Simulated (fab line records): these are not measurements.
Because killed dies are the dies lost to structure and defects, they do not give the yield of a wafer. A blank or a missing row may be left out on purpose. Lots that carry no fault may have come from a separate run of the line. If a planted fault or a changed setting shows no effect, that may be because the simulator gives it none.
2 desks looking at one fault :: flow n5_finfet :: each desk has only its own numbers; what lay behind them comes last

== THE METROLOGY DESK ==
Means of the sampled wafers that have a number, per lot and without regard to the tool the lot ran on: this is what the gauges read. A lot is out of limits, marked OUT, if its mean lies more than 4 standard deviations from the usual mean; the brackets give that distance.
Columns: A = TV_OVL at N5_PASSIVATION_OVL_MEAS_60, usual 3 nm
lot: L154
first seen here: day 13 03:04
A: 6

lot: L158
first seen here: day 13 09:01
A: 1

lot: L157
first seen here: day 13 16:04
A: 3

lot: L155
first seen here: day 13 21:01
A: 7

lot: L160
first seen here: day 14 19:38
A: -3

lot: L161
first seen here: day 14 19:47
A: -2

lot: L162
first seen here: day 14 21:07
A: -3

lot: L159
first seen here: day 15 03:32
A: 5

lot: L163
first seen here: day 15 08:51
A: 11

lot: L166
first seen here: day 16 22:18
A: 7

lot: L170
first seen here: day 17 01:21
A: -4

lot: L173
first seen here: day 18 16:55
A: 9

lot: L176
first seen here: day 19 11:09
A: 5
This desk found nothing out of limits on any of the 13 lots.

== AT THE TOOL OWNER'S DESK: ald_metal-02 ==
The tool's own readings at N5_HKMG_FIN_ALD_91 (deposits TiN, target thk 1 nm, pulse time 1 s, purge time 3 s): means of the sampled wafers that have a number, for each lot that ran on this tool. A lot is out of limits, marked OUT, if its mean lies more than 4 standard deviations from the usual mean; the brackets give that distance.
Columns: A = heater_power_w at N5_HKMG_FIN_ALD_91, usual 875 W; B = precursor_pulse_height_rel at N5_HKMG_FIN_ALD_91, usual 1.001
lot: L155
first seen here: day 4 19:27
A: 965
B: 1.007

lot: L157
first seen here: day 5 05:44
A: 897
B: 0.993

lot: L160
first seen here: day 6 06:39
A: 922
B: 0.995

lot: L163
first seen here: day 6 17:35
A: 947
B: 0.991

lot: L166
first seen here: day 7 10:07
A: 952
B: 0.994

lot: L170
first seen here: day 8 09:08
A: 950
B: 1.018

lot: L173
first seen here: day 9 08:14
A: 947
B: 1.009
This desk found nothing out of limits on any of the 7 lots.

== BROUGHT TOGETHER ==
At the metrology desk, nothing out of limits was observed.
The desk of the tool owner found nothing out of limits.

== WHAT THE SIMULATOR PUT IN ==
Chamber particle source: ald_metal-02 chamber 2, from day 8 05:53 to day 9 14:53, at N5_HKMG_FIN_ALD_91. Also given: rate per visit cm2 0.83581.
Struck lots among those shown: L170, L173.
